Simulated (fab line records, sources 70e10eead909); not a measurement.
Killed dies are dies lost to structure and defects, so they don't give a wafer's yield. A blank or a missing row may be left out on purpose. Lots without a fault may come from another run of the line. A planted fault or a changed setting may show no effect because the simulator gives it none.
fab line records | flow nand_harc
record lots=6 wafers=17 last_day=23
route steps=1159 shown A_CONTACT@853 END@1159
lots that met no fault: from a run of the same line without faults
start_h: hours from the record's first day to the start of the lot's first wafer shown | wait_h: hours since the lot's step before | " the same as in the row above | L1.1+2: a row that stands for several wafers | - no value, or no start given | * or withheld: withheld | < > ~ a bound
route shown NAME@n: a module of which the file shows steps, and the number in the route of the first | usual: mean/standard deviation of fault-free wafers | same: alike in all rows | chamber/n: place in a boat | sites: the reading at each site | _std_site: their standard deviation | _edge_site: outer sites' mean less inner sites' | radius_mm: how far each site lies from the wafer's centre | mask NAME#n: copy n | behind: the tool/chamber that last shaped the wafer | hold: why the lot was held/for how many hours/how that ended | device: the transistor (n, p or np) that didn't switch | end of line: the same wafers' tests at the end of the route | a step without rows: its recipe alone | killed: dies lost to structure and defects at the first sort, not the wafer's yield | map: a wafer's dies, x killed, . not, _ none there
set.NAME: the setting as run; set.NAME@STEP: as run at that earlier step | model.NAME: the simulator's own value behind a step, which no gauge read
lots at some steps of the route; a table a step, a row a wafer
services: from which hour (start_h, from the record's first day; less than 0 if before it) a tool's chamber was out of use, for how many hours, and why
## steps
# step NHARC_A_CONTACT_DEVELOP_41
# recipe develop_time_s=35 dev_temp_c=23
# step NHARC_A_CONTACT_CD_MEAS_42
# recipe target_cd_nm=200 landing_energy_ev=500
# usual cd_nm=199.9/0.55
# columns lot.wafer tool chamber start_h wait_h cd_nm
L318.1 cd_sem-02 0 365.60 - 200.3
L318.2 " 0 " " 199.9
L318.3 " 0 " " 199.7
L317.3 cd_sem-01 0 382.13 - 200.1
L317.4 " 0 " " 199.2
L317.5 " 0 " " 199.8
L319.4 cd_sem-03 0 396.34 - 200.2
L319.6 " 0 " " 200.3
L328.1 cd_sem-02 0 437.49 - 200.5
L328.2 " 0 " " 199.8
L328.6 " 0 " " 200.4
L331.2 cd_sem-01 0 455.24 - 198.6
L331.3 " 0 " " 199.0
L331.6 " 0 " " 199.2
L330.2 cd_sem-01 0 464.94 - 199.4
L330.3 " 0 " " 199.9
L330.4 " 0 " " 198.9
# step NHARC_A_CONTACT_OVL_MEAS_43
# usual overlay_x_nm=-0.3/0.84 overlay_y_nm=0.0/0.8
# columns lot.wafer tool chamber start_h wait_h overlay_x_nm overlay_y_nm
L318.1 overlay-01 - 365.68 - -0.7 -1.2
L318.2 " - " " 0.0 -1.8
L318.3 " - " " -0.3 -1.0
L317.3 overlay-02 - 382.21 - 0.8 -0.2
L317.4 " - " " 1.0 -0.9
L317.5 " - " " 0.6 -0.3
L319.4 overlay-01 - 396.42 - 0.8 -1.1
L319.6 " - " " 1.1 -1.2
L328.1 overlay-02 - 437.58 - -0.6 -1.9
L328.2 " - " " -0.5 -1.1
L328.6 " - " " -0.5 -1.7
L331.2 overlay-02 - 455.33 - 1.4 0.0
L331.3 " - " " 1.2 0.7
L331.6 " - " " 1.2 0.5
L330.2 overlay-02 - 465.02 - -0.8 -0.3
L330.3 " - " " -0.8 0.2
L330.4 " - " " -0.3 0.3
# step NHARC_A_CONTACT_INSPECT_44
# usual raw_defect_count=27/11
# columns lot.wafer tool chamber start_h wait_h raw_defect_count
L318.1 defect_inspect-01 - 365.72 0.0 28
L318.2 " - " " 34
L318.3 " - " " 31
L317.3 defect_inspect-02 - 382.25 0.0 15
L317.4 " - " " 13
L317.5 " - " " 19
L319.4 defect_inspect-01 - 396.46 0.0 37
L319.6 " - " " 35
L328.1 defect_inspect-01 - 437.61 0.0 27
L328.2 " - " " 19
L328.6 " - " " 22
L331.2 defect_inspect-01 - 455.36 0.0 20
L331.3 " - " " 24
L331.6 " - " " 32
L330.2 defect_inspect-01 - 465.06 0.0 34
L330.3 " - " " 31
L330.4 " - " " 40
# step NHARC_A_CONTACT_DESCUM_47
# recipe time_s=3 o2_flow_sccm=200 ar_flow_sccm=0 bias_power_w=0 chemistry=O2
# step NHARC_A_CONTACT_ETCH_48
# recipe target_depth_a=390 over_etch_frac=0.3 time_s=65 ion_energy_ev=80 cf4_flow_sccm=150 ar_flow_sccm=0 rf_w=300 bias_w=100 chemistry=CF4
# step NHARC_A_CONTACT_ETCH_49
# recipe target_depth_a=2600 over_etch_frac=0.3 time_s=475.3 ion_energy_ev=200 n2_flow_sccm=150 h2_flow_sccm=150 ar_flow_sccm=0 rf_w=400 bias_w=150 chemistry=N2/H2
# step NHARC_A_CONTACT_ETCH_50
# recipe target_depth_a=847 time_s=42.4 cf4_flow_sccm=100 chf3_flow_sccm=30 ar_flow_sccm=0 rf_w=500 bias_w=200 chemistry=CF4/CHF3
# step NHARC_A_CONTACT_ETCH_51
# recipe target_depth_a=36000 over_etch_frac=0.3 time_s=936 ion_energy_ev=150 o2_flow_sccm=400 cos_flow_sccm=20 ar_flow_sccm=0 rf_w=500 bias_w=300 chemistry=O2/COS
# step NHARC_A_CONTACT_ETCH_111
# recipe source_w=withheld pressure_mtorr=20 bias_v=withheld time_s=140 target_depth_a=7000 ar_flow_sccm=withheld c4f8_flow_sccm=withheld o2_flow_sccm=withheld chemistry=C4F8/O2/Ar
# step NHARC_A_CONTACT_ETCH_112
# recipe source_w=withheld pressure_mtorr=20 bias_v=3000 time_s=94 target_depth_a=9220 ar_flow_sccm=withheld c4f8_flow_sccm=withheld o2_flow_sccm=withheld chemistry=C4F8/O2/Ar
# same time_s=94
# columns lot.wafer tool chamber start_h wait_h rf_hours_counter_h
L318.1 har_cap_etch-03 0 367.24 0.2 84
L318.2 " 1 " " 84
L318.3 " 1 " " -
L317.3 har_cap_etch-03 1 383.80 0.1 -
L317.4 " 0 " " -
L317.5 " 1 " " -
L319.4 har_cap_etch-03 1 398.00 0.1 -
L319.6 " 1 " " -
L328.2 har_cap_etch-01 0 439.29 0.2 69
L328.1 " 1 " " 69
L328.6 " 1 " " -
L331.2 har_cap_etch-02 0 456.92 0.1 23
L331.3 " 1 " " -
L331.6 " 0 " " -
L330.2 har_cap_etch-03 1 466.77 0.2 102
L330.3 " 1 " " -
L330.4 " 0 " " -
# step NHARC_A_CONTACT_ETCH_113
# recipe source_w=withheld pressure_mtorr=20 bias_v=3000 time_s=94 target_depth_a=9220 ar_flow_sccm=withheld c4f8_flow_sccm=withheld o2_flow_sccm=withheld chemistry=C4F8/O2/Ar
# step NHARC_A_CONTACT_ETCH_114
# recipe source_w=withheld pressure_mtorr=20 bias_v=3000 time_s=94 target_depth_a=9220 ar_flow_sccm=withheld c4f8_flow_sccm=withheld o2_flow_sccm=withheld chemistry=C4F8/O2/Ar
# same time_s=94
# columns lot.wafer tool chamber start_h wait_h rf_hours_counter_h
L318.1 har_cap_etch-03 0 367.42 0.1 84
L318.2 " 1 " " 84
L318.3 " 1 " " -
L317.3 har_cap_etch-03 1 383.98 0.1 -
L317.4 " 0 " " -
L317.5 " 1 " " -
L319.4 har_cap_etch-03 1 398.18 0.1 -
L319.6 " 1 " " -
L328.2 har_cap_etch-01 0 439.47 0.1 69
L328.1 " 1 " " 69
L328.6 " 1 " " -
L331.2 har_cap_etch-02 0 457.10 0.1 24
L331.3 " 1 " " -
L331.6 " 0 " " -
L330.2 har_cap_etch-03 1 466.95 0.1 102
L330.3 " 1 " " -
L330.4 " 0 " " -
# step NHARC_A_CONTACT_ETCH_115
# recipe source_w=withheld pressure_mtorr=20 bias_v=3000 time_s=94 target_depth_a=9220 ar_flow_sccm=withheld c4f8_flow_sccm=withheld o2_flow_sccm=withheld chemistry=C4F8/O2/Ar
# step NHARC_A_CONTACT_ETCH_116
# recipe source_w=withheld pressure_mtorr=20 bias_v=3000 time_s=94 target_depth_a=9220 ar_flow_sccm=withheld c4f8_flow_sccm=withheld o2_flow_sccm=withheld chemistry=C4F8/O2/Ar
# step NHARC_A_CONTACT_ETCH_117
# recipe source_w=withheld pressure_mtorr=20 bias_v=3000 time_s=94 target_depth_a=9220 ar_flow_sccm=withheld c4f8_flow_sccm=withheld o2_flow_sccm=withheld chemistry=C4F8/O2/Ar
# step NHARC_A_CONTACT_ETCH_118
# recipe source_w=withheld pressure_mtorr=20 bias_v=3000 time_s=94 target_depth_a=9220 ar_flow_sccm=withheld c4f8_flow_sccm=withheld o2_flow_sccm=withheld chemistry=C4F8/O2/Ar
# step NHARC_A_CONTACT_ETCH_119
# recipe source_w=withheld pressure_mtorr=20 bias_v=3000 time_s=94 target_depth_a=9220 ar_flow_sccm=withheld c4f8_flow_sccm=withheld o2_flow_sccm=withheld chemistry=C4F8/O2/Ar
# same time_s=94
# columns lot.wafer tool chamber start_h wait_h rf_hours_counter_h
L318.1 har_cap_etch-03 0 367.88 0.1 85
L318.2 " 1 " " 85
L318.3 " 1 " " -
L317.3 har_cap_etch-03 1 384.44 0.1 -
L317.4 " 0 " " -
L317.5 " 1 " " -
L319.4 har_cap_etch-03 1 398.64 0.1 -
L319.6 " 1 " " -
L328.2 har_cap_etch-01 0 439.92 0.1 69
L328.1 " 1 " " 69
L328.6 " 1 " " -
L331.2 har_cap_etch-02 0 457.55 0.1 24
L331.3 " 1 " " -
L331.6 " 0 " " -
L330.2 har_cap_etch-03 1 467.41 0.1 103
L330.3 " 1 " " -
L330.4 " 0 " " -
# step NHARC_A_CONTACT_ETCH_120
# recipe source_w=withheld pressure_mtorr=20 bias_v=3000 time_s=94 target_depth_a=9220 ar_flow_sccm=withheld c4f8_flow_sccm=withheld o2_flow_sccm=withheld chemistry=C4F8/O2/Ar
# same time_s=94
# columns lot.wafer tool chamber start_h wait_h rf_hours_counter_h
L318.1 har_cap_etch-03 0 367.97 0.1 85
L318.2 " 1 " " 85
L318.3 " 1 " " -
L317.3 har_cap_etch-03 1 384.53 0.1 -
L317.4 " 0 " " -
L317.5 " 1 " " -
L319.4 har_cap_etch-03 1 398.73 0.1 -
L319.6 " 1 " " -
L328.2 har_cap_etch-01 0 440.01 0.1 69
L328.1 " 1 " " 69
L328.6 " 1 " " -
L331.2 har_cap_etch-02 0 457.64 0.1 24
L331.3 " 1 " " -
L331.6 " 0 " " -
L330.2 har_cap_etch-03 1 467.50 0.1 103
L330.3 " 1 " " -
L330.4 " 0 " " -
# step NHARC_A_CONTACT_ETCH_121
# recipe source_w=withheld pressure_mtorr=20 bias_v=3000 time_s=94 target_depth_a=9220 ar_flow_sccm=withheld c4f8_flow_sccm=withheld o2_flow_sccm=withheld chemistry=C4F8/O2/Ar
# step NHARC_A_CONTACT_ETCH_122
# recipe source_w=withheld pressure_mtorr=20 bias_v=3000 time_s=95 target_depth_a=9300 ar_flow_sccm=withheld c4f8_flow_sccm=withheld o2_flow_sccm=withheld chemistry=C4F8/O2/Ar
# step NHARC_A_CONTACT_ETCH_123
# recipe source_w=withheld pressure_mtorr=20 bias_v=400 time_s=253 target_depth_a=10900 ar_flow_sccm=withheld c4f8_flow_sccm=11.5 o2_flow_sccm=7.2 chemistry=C4F8/O2/Ar
# step NHARC_A_CONTACT_ETCH_90
# recipe target_depth_a=400 over_etch_frac=0.5 time_s=85.7 ion_energy_ev=120 ch3f_flow_sccm=50 o2_flow_sccm=30 ar_flow_sccm=200 rf_w=500 bias_w=100 chemistry=CH3F/O2
# step NHARC_A_CONTACT_ETCH_96
# recipe target_depth_a=200 over_etch_frac=0.5 time_s=10 ion_energy_ev=250 c4f6_flow_sccm=25 o2_flow_sccm=20 ar_flow_sccm=500 rf_w=600 bias_w=500 chemistry=C4F6/O2
# usual drypump_motor_current_A=5.7/0.46 oes_product_au=0.987/0.019 rf_vpp_V=546.4/2.1 showerhead_plenum_p_Torr=3.90/0.094 throttle_valve_pct=26.903/0.0086
# same over_etch_frac=0.5 time_s=10
# columns lot.wafer tool chamber start_h wait_h drypump_motor_current_A oes_product_au rf_hours_counter_h rf_vpp_V showerhead_plenum_p_Torr throttle_valve_pct
L318.2 rie_diel-09 1 - - 6.7 0.996 38 550.6 4.08 26.906
L318.3 " 3 " " 5.8 1.008 37 545.2 3.78 26.893
L318.1 " 0 " " 5.5 1.007 39 550.4 4.09 26.898
L317.4 rie_diel-13 3 - - 5.1 0.990 17 543.7 3.84 26.901
L317.3 " 0 " " 5.6 0.998 15 546.6 3.93 26.900
L317.5 " 3 " " 5.1 0.990 - 545.6 3.84 26.902
L319.4 rie_diel-11 2 - - 6.0 0.981 8 549.5 4.01 26.915
L319.6 " 0 " " 6.0 1.005 - 545.1 3.89 26.898
L328.2 rie_diel-13 3 441.11 0.2 5.1 0.957 25 546.0 3.84 26.914
L328.1 " 0 " " 5.6 0.970 28 547.8 3.93 26.905
L328.6 " 0 " " 5.6 0.966 - 546.9 3.93 26.911
L331.3 rie_diel-09 1 - - 6.8 0.988 8 549.7 4.06 26.907
L331.2 " 2 " " 5.4 0.984 7 547.9 3.93 26.902
L331.6 " 1 " " 6.7 0.994 - 550.9 4.06 26.904
L330.3 rie_diel-11 2 - - 6.0 1.001 35 548.1 3.99 26.904
L330.2 " 0 " " 6.0 0.997 35 545.6 3.88 26.892
L330.4 " 1 " " 5.3 1.003 36 543.7 3.70 26.906
# step NHARC_A_CONTACT_CD_MEAS_53
# usual cd_nm=189.6/0.84
# columns lot.wafer tool chamber start_h wait_h cd_nm
L318.1 cd_sem-01 - 369.06 - 190.6
L318.2 " - " " 190.2
L318.3 " - " " 190.2
L317.3 cd_sem-01 - 385.59 - 188.9
L317.4 " - " " 190.6
L317.5 " - " " 190.6
L319.4 cd_sem-01 - 399.97 - 189.2
L319.6 " - " " 189.3
L328.1 cd_sem-03 - 441.21 0.1 189.6
L328.2 " - " " 190.0
L328.6 " - " " 190.2
L331.2 cd_sem-02 - 458.72 - 189.6
L331.3 " - " " 190.8
L331.6 " - " " 190.2
L330.2 cd_sem-02 - 468.59 - 189.1
L330.3 " - " " 188.2
L330.4 " - " " 188.7
# step NHARC_A_CONTACT_STRIP_99
# recipe n2_flow_sccm=150 h2_flow_sccm=150 ar_flow_sccm=0 bias_w=0 chemistry=N2/H2
# step NHARC_A_CONTACT_STRIP_100
# recipe cf4_flow_sccm=100 chf3_flow_sccm=30 ar_flow_sccm=0 bias_w=0 chemistry=CF4/CHF3
# step NHARC_A_CONTACT_STRIP_101
# recipe o2_flow_sccm=400 cos_flow_sccm=20 ar_flow_sccm=0 bias_w=0 chemistry=O2/COS
# step NHARC_A_CONTACT_ETCH_102
# recipe target_depth_a=700 overetch_a=70 time_s=38.5 ion_energy_ev=100 cf4_flow_sccm=80 o2_flow_sccm=20 ar_flow_sccm=0 rf_w=300 bias_w=100 chemistry=CF4/O2
# step NHARC_A_CONTACT_STRIP_55
# recipe o2_flow_sccm=500 ar_flow_sccm=0 bias_w=0 chemistry=O2
# step NHARC_A_CONTACT_STRIP_56
# recipe time_s=600 temp_c=30 chemistry=post_etch_residue_remover
# step NHARC_A_CONTACT_DEP_57
# recipe target_thk_a=28000 temp_c=400 material=aC
# step NHARC_A_CONTACT_DEP_58
# recipe target_thk_a=600 target_thk_nm=60 temp_c=400 pressure_torr=3.5 flow_sccm=200 rf_w=350 material=SiON
# usual heater_power_w=733/70 showerhead_vpp_V=1143/69
# columns lot.wafer tool chamber start_h wait_h heater_power_w showerhead_vpp_V
L318.2 pecvd-02 0 371.71 1.1 717 1115
L318.3 " 1 " " 740 1174
L318.1 " 2 " " 672 1045
L317.3 pecvd-02 1 390.46 0.9 714 1146
L317.4 " 1 " " 714 1160
L317.5 " 0 " " 772 1107
L319.4 pecvd-02 1 402.80 0.7 673 1157
L319.6 " 2 " " 683 1021
L328.1 pecvd-01 1 444.47 1.5 870 1135
L328.2 " 0 " " 782 1147
L328.6 " 2 " " 833 1155
L331.3 pecvd-02 1 462.14 0.9 716 1148
L331.2 " 2 " " 659 1024
L331.6 " 0 " " 797 1101
L330.2 pecvd-04 0 471.83 1.2 773 1318
L330.3 " 1 " " 746 1159
L330.4 " 2 " " 726 1159
# step NHARC_A_CONTACT_DEHYDRATE_59
# recipe temp_c=150 time_s=120
# step NHARC_A_CONTACT_HMDS_60
# recipe time_s=30
# step NHARC_A_CONTACT_COAT_61
# recipe temp_c=260 time_s=75
# step NHARC_A_CONTACT_COAT_62
# recipe temp_c=225 time_s=65
# step NHARC_A_CONTACT_COAT_63
# recipe spin_rpm=1500 resist_thk_nm=90
# step NHARC_A_CONTACT_SOFTBAKE_64
# recipe temp_c=105 time_s=55
# step NHARC_A_CONTACT_EBR_65
# step NHARC_A_CONTACT_EXPOSE_66
# recipe na=1.35 sigma_outer=0.8 dose_mj=59.02 mask_id=A_CC_2
# step NHARC_A_CONTACT_PEB_67
# recipe peb_temp_c=100 peb_time_s=65
# step NHARC_A_CONTACT_DESCUM_74
# recipe time_s=3 o2_flow_sccm=200 ar_flow_sccm=0 bias_power_w=0 chemistry=O2
# usual drypump_motor_current_A=5.7/0.46 oes_product_au=0.998/0.0074 rf_vpp_V=57.8/0.77 showerhead_plenum_p_Torr=1.90/0.052 throttle_valve_pct=11.311/0.009
# same time_s=3
# columns lot.wafer tool chamber start_h wait_h hold drypump_motor_current_A oes_product_au rf_hours_counter_h rf_vpp_V showerhead_plenum_p_Torr throttle_valve_pct
L318.1 rie_diel-13 0 372.62 0.1 - 5.6 1.006 13 58.9 1.92 11.312
L318.3 " 1 " " - 6.1 1.003 15 56.6 1.89 11.301
L318.2 " 3 " " - 5.1 1.002 14 59.2 1.87 11.302
L317.4 rie_diel-11 0 398.03 6.6 await_dispo/6.5h/release 6.0 0.996 5 58.8 1.90 11.314
L317.3 " 2 " " await_dispo/6.5h/release 6.0 0.985 6 57.4 1.96 11.326
L317.5 " 1 " " await_dispo/6.5h/release 5.3 0.996 - 56.8 1.80 11.308
L319.4 rie_diel-13 2 404.42 0.8 await_dispo/0.7h/release 6.2 1.011 20 57.1 1.96 11.305
L319.6 " 1 " " await_dispo/0.7h/release 6.1 0.998 - 58.2 1.89 11.335
L328.1 rie_diel-11 1 445.41 0.1 - 5.3 0.997 25 59.8 1.80 11.312
L328.2 " 2 " " - 6.0 0.993 27 58.2 1.95 11.297
L328.6 " 1 " " - 5.3 1.002 - 57.4 1.80 11.328
L331.3 rie_diel-13 2 463.21 0.3 - 6.2 0.994 0 58.2 1.96 11.306
L331.2 " 0 " " - 5.6 1.004 0 57.8 1.91 11.306
L331.6 " 2 " " - 6.1 0.996 - 58.1 1.96 11.297
L330.4 rie_diel-11 0 472.74 0.1 - 6.0 0.998 37 58.3 1.89 11.321
L330.2 " 1 " " - 5.3 0.997 37 56.4 1.79 11.297
L330.3 " 2 " " - 6.0 0.993 36 57.9 1.95 11.309
# step NHARC_END_SORT_01
# recipe temp_c=25
# usual killed_at_array=27/8.8 killed_at_other=0.4/0.82 killed_at_periphery=3.1/2.1 killed_dies=31/8.8 killed_open=3.3/2 killed_short=2.0/1.4
# same gross_dies=677
# columns lot.wafer tool chamber start_h wait_h killed_at_array killed_at_other killed_at_periphery killed_dies killed_open killed_short
L317.3 prober-01 0 479.40 3.1 117 0 2 119 2 0
L317.4 prober-01 0 480.20 3.4 16 0 3 19 6 0
L317.5 prober-01 0 481.00 3.7 119 0 5 124 4 2
L319.4 prober-01 0 494.24 3.4 126 0 0 126 2 1
L319.6 prober-01 0 495.84 4.0 130 0 2 132 4 1
# killed by level:class
L317.3 A_CONTACT:unspecified=103 A_WL_FILL:chamber_film_flake=6 A_STAIRCASE:chamber_film_flake=3 A_SGD_CUT:chamber_film_flake=2 P_CONTACT:geometric_particle:open=1 A_CONTACT:geometric_particle:open=1 P_GATE:chamber_film_flake=1 A_SLIT:chamber_film_flake=1
L317.4 A_WL_FILL:chamber_film_flake=3 A_CHANNEL_HOLE_D1:chamber_film_flake=2 A_STAIRCASE:chamber_film_flake=2 A_SGD_CUT:chamber_film_flake=2 P_CONTACT:geometric_particle:open=1 P_M2:geometric_particle:open=1 A_ONON_D1:geometric_particle:open=1 A_CONTACT:geometric_particle:open=1
L317.5 A_CONTACT:unspecified=101 A_STAIRCASE:chamber_film_flake=6 A_SGD_CUT:chamber_film_flake=3 A_WL_FILL:chamber_film_flake=3 P_GATE:geometric_particle:open=2 A_CHANNEL_HOLE_D1:chamber_film_flake=2 P_M0:geometric_particle:open=1 A_CHANNEL_HOLE_D1:geometric_particle:open=1
L319.4 A_CONTACT:unspecified=94 A_CHANNEL_HOLE_D1:chamber_film_flake=16 A_SLIT:chamber_film_flake=7 A_M1:chamber_film_flake=3 A_CHANNEL_FILL_D1:chamber_film_flake=2 A_CHANNEL_FILL_D1:geometric_particle:open=1 A_CONTACT:geometric_particle:short=1 A_BLC:geometric_particle:open=1
L319.6 A_CONTACT:unspecified=96 A_CHANNEL_HOLE_D1:chamber_film_flake=12 A_SLIT:chamber_film_flake=6 A_STAIRCASE:chamber_film_flake=5 A_M1:chamber_film_flake=4 A_CONTACT:geometric_particle:open=2 P_M1:geometric_particle:open=1 A_SOURCE_PLATE:geometric_particle:open=1
# map L317.5 (x killed, . not)
____________.____________
_________......._________
_______..........._______
______x............______
_____..............._____
____.................____
____....xx...........____
___.........x.........___
___...x..x.........x..___
__........xx..........x__
__....x.x..x...........__
_......x.xx.xx.........._
_......xxxxx............_
_......xxxxxxx.........x_
_.....xxxxxxx...x......x_
_....xxxxxxxxx..x......._
......xxxxxxxx.........x.
....xxxxxxxxxxx..x.......
....xxxxxxxxxx...........
.....xxxxxxxxx.......x...
.......xxxxxxx...........
_......xxxxxxx.........._
_.....x.xxx.x..........._
_....x.xxx.xxx.........._
_.............x........._
_......................._
__.x...................__
__.....................__
___.............x.....___
___..................x___
____...............x.____
____.................____
_____.........x.x..._____
______.............______
_______..........._______
_________......._________
____________.____________
# map L319.6 (x killed, . not)
____________.____________
_________......._________
_______..........._______
______.............______
_____..............._____
____...............x.____
____................x____
___.................x.___
___......x............___
__.....................__
__........x..........xx__
_........xx.x........xx._
_...x...xxxxx......x...._
_....xxxxxxxx.........x._
_.....xxxxxxxx.........x_
_....xxxxxxxx..........._
......xxxxxxx............
.....xxxxxxxxxx....x.....
......xxxxxxxxx.....x....
......xxxxxxxx...........
......xxxxxxxxx....x....x
_.....xxxxxxx..........._
_..x..x.xxxxxx.........._
_.....xxxxxx.......x...._
_......xx........x......_
_................x......_
__...............xxx...__
__..........x....xx....__
___.x..x.........x....___
___...............x...___
____.................____
____............x....____
_____............x.._____
______.............______
_______..........._______
_________.x....x_________
____________.____________
## services
# columns tool chamber start_h hours kind
rie_diel-13 0 346.28 8.2 repair
rie_diel-11 0 347.46 - clean
rie_diel-11 1 347.46 - clean
rie_diel-11 2 347.46 - clean
rie_diel-11 3 347.46 - clean
har_cap_etch-02 - 351.16 0.7 repair
rie_diel-11 1 352.19 8.8 repair
rie_diel-13 0 358.52 - clean
rie_diel-13 1 358.52 - clean
rie_diel-13 2 358.52 - clean
rie_diel-11 - 367.85 9.0 pm
rie_diel-13 - 369.96 1.1 repair
pecvd-04 - 376.24 13.0 pm
rie_diel-09 - 376.62 0.7 repair
rie_diel-09 - 407.74 0.8 repair
har_cap_etch-03 - 413.83 5.9 repair
rie_diel-09 - 414.50 0.5 repair
pecvd-01 - 418.61 13.0 pm
rie_diel-13 3 421.97 15.2 repair
rie_diel-13 2 430.23 30.7 repair
rie_diel-09 - 432.03 9.0 pm
rie_diel-13 1 435.15 6.1 repair
rie_diel-09 0 449.41 8.0 repair
rie_diel-13 - 453.00 9.0 pm
## key
first_sign step=NHARC_END_SORT_01 reading=killed_at_array direction=up sigmas=11 usual=27 struck=123
effect step=NHARC_END_SORT_01 reading=killed_dies direction=up sigmas=11 usual=31 struck=125
more_kills_born_at NHARC_A_CONTACT_ETCH_114@har_cap_etch-03=383
met_at NHARC_A_CONTACT_ETCH_114
struck_wafers L317.3,L317.5,L319.4,L319.6
tester_left_out L317,L319
onset_between 367.42 383.98
fault kind=chamber_particle_source tool=har_cap_etch-03 chamber=1 onset_h=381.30 steps=NHARC_A_CONTACT_ETCH_114 rate_per_visit_cm2=1.3557 end_h=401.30
# tester_left_out: of these lots the tester's yield and bins aren't shown, on N5 and GAA mostly nor the transistor test; their killed dies are dies lost to structure and defects alone, not to doping, threshold or leakage, so they don't give the yield
